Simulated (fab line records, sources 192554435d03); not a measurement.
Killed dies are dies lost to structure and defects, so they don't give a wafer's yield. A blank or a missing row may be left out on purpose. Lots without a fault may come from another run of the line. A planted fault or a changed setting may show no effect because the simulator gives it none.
Which tool did it? | flow n5_finfet | 12 lots, 33 wafers sampled, at 4 steps of a route of 1938

WHAT THE GAUGES READ, wafer by wafer
N5_BEOL_M10_CD_MEAS_35: target cd 70 nm.
lot  | measured     | on        | cd_nm (nm)
L498 | day 10 12:33 | cd_sem-01 | 70.2 69.6 70.4
L503 | day 11 10:59 | cd_sem-03 | 71.3 71.3 70.9
L500 | day 11 11:09 | cd_sem-02 | 69.9 70.1 70.3
L501 | day 11 20:30 | cd_sem-01 | 70.6 69.7 70.5
L506 | day 12 10:25 | cd_sem-02 | 69.4 70.6 69.8
L507 | day 12 18:40 | cd_sem-01 | 70.0 70.9 70.9
L508 | day 13 11:57 | cd_sem-03 | 70.3 70.5 70.6
L512 | day 13 21:17 | cd_sem-02 | 70.3 70.4 71.4
L514 | day 13 23:51 | cd_sem-03 | 70.9 71.3
L511 | day 14 03:50 | cd_sem-02 | 71.6 70.6
L515 | day 15 01:16 | cd_sem-01 | 70.3 70.7
L517 | day 15 07:49 | cd_sem-02 | 70.6 70.6 70.0

N5_BEOL_M11_THK_MEAS_01.
lot  | measured     | on            | M11_ILD_THK (nm)
L498 | day 10 16:26 | film_metro-01 | 270 272 272
L503 | day 11 13:55 | film_metro-02 | 265 273 270
L500 | day 11 14:05 | film_metro-02 | 264 266 267
L501 | day 11 23:52 | film_metro-02 | 272 270 273
L506 | day 12 14:11 | film_metro-02 | 263 270 267
L507 | day 12 21:24 | film_metro-02 | 263 265 268
L508 | day 13 14:46 | film_metro-01 | 267 267 269
L512 | day 14 00:54 | film_metro-02 | 268 268 269
L514 | day 14 04:04 | film_metro-01 | 248 271
L511 | day 14 08:53 | film_metro-01 | 250 272
L515 | day 15 04:01 | film_metro-01 | 254 275
L517 | day 15 10:46 | film_metro-01 | 269 273 271

WHICH TOOL RAN EACH LOT (tool, then ch and the chambers of the sampled wafers, then the start)
lot  | N5_BEOL_M10_SURFACE_TREAT_76 | N5_BEOL_M11_ILD_DEP_00
L498 | pvd_sputter-02, day 10 13:56 | pecvd-04 ch 1,2, day 10 15:50
L503 | pvd_sputter-03, day 11 12:02 | pecvd-02 ch 0,2, day 11 13:19
L500 | pvd_sputter-03, day 11 12:16 | pecvd-04 ch 0,2, day 11 13:29
L501 | pvd_sputter-03, day 11 21:38 | pecvd-02 ch 0,2, day 11 23:17
L506 | pvd_sputter-03, day 12 11:47 | pecvd-02 ch 0,1, day 12 13:34
L507 | pvd_sputter-03, day 12 19:33 | pecvd-04 ch 0,2, day 12 20:49
L508 | pvd_sputter-01, day 13 12:49 | pecvd-03 ch 0,1,2, day 13 14:11
L512 | pvd_sputter-03, day 13 22:13 | pecvd-02 ch 0,1, day 14 00:19
L514 | pvd_sputter-03, day 14 00:50 | pecvd-02 ch 0, day 14 03:00
L511 | pvd_sputter-03, day 14 05:14 | pecvd-02 ch 1, day 14 08:04
L515 | pvd_sputter-01, day 15 02:16 | pecvd-02 ch 1,2, day 15 03:28
L517 | pvd_sputter-02, day 15 08:48 | pecvd-04 ch 0,1,2, day 15 10:10
- N5_BEOL_M10_SURFACE_TREAT_76
- N5_BEOL_M11_ILD_DEP_00: deposits SiCOH lowk from DEMS/porogen, target thk 308.51 nm, time 58 s.

WHAT THE TOOLS THEMSELVES READ (means of the sampled wafers that have a number; where no wafer has one, the mark that the record gives instead)
N5_BEOL_M11_ILD_DEP_00.
lot  | tool     | heater_power_w (W) | rf_fwd_power_W (W) | showerhead_plenum_p_Torr (Torr) | throttle_valve_pct (%)
L498 | pecvd-04 | 303                | 495.3              | 5.748                           | 14.3
L503 | pecvd-02 | 342                | 496.3              | 5.745                           | 13.7
L500 | pecvd-04 | 238                | 496.3              | 5.747                           | 13.6
L501 | pecvd-02 | 321                | 494.5              | 5.749                           | 13.6
L506 | pecvd-02 | 340                | 495.4              | 5.736                           | 13.8
L507 | pecvd-04 | 225                | 499.5              | 5.745                           | 13.7
L508 | pecvd-03 | 330                | 496.5              | 5.754                           | 13.7
L512 | pecvd-02 | 331                | 496.9              | 5.737                           | 13.8
L514 | pecvd-02 | 365                | 493.1              | 5.739                           | 14.0
L511 | pecvd-02 | 311                | 494.5              | 5.737                           | 13.4
L515 | pecvd-02 | 289                | 495.0              | 5.747                           | 13.8
L517 | pecvd-04 | 272                | 498.3              | 5.750                           | 14.5

THE ANSWER, worked out from the rows above alone
Rule: what is usual is taken from the lots themselves. Put in order of their means at a reading, lots are off if they are a third of the lots or fewer, leave a main group of 4 or more, and stand apart from it by a gap of 3 or more times the standard deviation of the main group's means; of several such gaps the widest counts. A main group whose means are all the same, to the digits that the tables above print for the reading, isn't used. A lot without any number at a reading at which 4 lots or more have one is off too. The other lots that the step has rows for count as sound. The gauges are gone through in route order, then the tools' own readings, and for those a lot's mean is taken as printed above. The first step at which some lot is off is used, and at that step the reading that is off furthest; a lot without a number counts as furthest.
No lot is off at any reading shown: from this, nothing can be told.

WHAT THE SIMULATOR HAD PUT IN
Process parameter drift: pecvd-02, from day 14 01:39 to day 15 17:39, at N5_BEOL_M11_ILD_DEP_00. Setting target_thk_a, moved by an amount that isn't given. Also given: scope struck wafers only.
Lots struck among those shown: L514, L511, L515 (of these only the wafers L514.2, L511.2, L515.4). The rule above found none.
